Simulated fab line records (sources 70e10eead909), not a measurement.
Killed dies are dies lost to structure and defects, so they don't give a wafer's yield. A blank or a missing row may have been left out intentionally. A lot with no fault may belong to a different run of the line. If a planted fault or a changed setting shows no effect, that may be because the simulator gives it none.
Chamber matching | flow nandHarc | aldHk-02 running NHARC_A_CHANNEL_FILL_D1_ALD_16: 4 sister chambers
The step deposits SiO2, target thk 1.5 nm, pulse time 10 s, ald cycles 15. 14 wafers are shown with their chamber, then 7 later ones without.

== WAFERS, EACH WITH ITS CHAMBER ==
wafer  | chamber | heaterPowerW (W) | precursorPulseHeightRel
L074.1 | 2       | 560              | 0.973
L074.2 | 3       | 441              | 0.999
L074.6 | 2       | 584              | 1.022
L078.2 | 1       | 506              | 1.005
L078.5 | 1       | 495              | 0.959
L078.6 | 2       | 575              | 1.001
L083.3 | 3       | 458              | 1.023
L083.5 | 3       | 480              | 1.019
L083.6 | 0       | 456              | 1.039
L087.1 | 3       | 454              | 0.996
L087.2 | 0       | 459              | 1.023
L087.3 | 1       | 512              | 1.020
L086.2 | 2       | 577              | 1.003
L086.4 | 0       | 454              | 1.008

SIGNATURES (means of the wafers above)
reading                 | chamber 0 | chamber 1 | chamber 2 | chamber 3 | scatter within a chamber
heaterPowerW            | 456.33    | 504.33    | 574.00    | 458.25    | 11.2
precursorPulseHeightRel | 1.02333   | 0.99467   | 0.99975   | 1.00925   | 0.0207
Rule: a wafer's distance from a chamber is the root of the sum, over the readings, of the square of ((its reading less the chamber's mean) divided by the reading's scatter). If the next closest chamber is less than 2 further off than the closest, the wafer can't be placed; otherwise it belongs to the closest. The scatter: the root of (the sum of the squares of (reading less its chamber's mean) over the shown wafers, divided by (wafers less chambers)).

== WAFERS MISSING THEIR CHAMBER ==
wafer  | heaterPowerW (W) | precursorPulseHeightRel
L086.5 | 518              | 0.991
L090.2 | 437              | 0.978
L090.4 | 476              | 1.018
L090.6 | 463              | 1.020
L093.2 | 470              | 1.006
L093.4 | 479              | 0.994
L093.5 | 485              | 0.995

== THE CHAMBER EACH PASSED THROUGH ==
wafer  | from the rows above          | in truth
L086.5 | 1                            | 1
L090.2 | can't be placed: 3 or 0      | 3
L090.4 | can't be placed: 3 or 0 or 1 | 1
L090.6 | can't be placed: 0 or 3      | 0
L093.2 | can't be placed: 3 or 0      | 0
L093.4 | can't be placed: 3 or 1 or 0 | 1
L093.5 | can't be placed: 1 or 3 or 0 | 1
Placed correctly: 1 of 7. Not placeable from these rows: 6 (in 6, the candidates include the true chamber). Wrongly placed: 0.
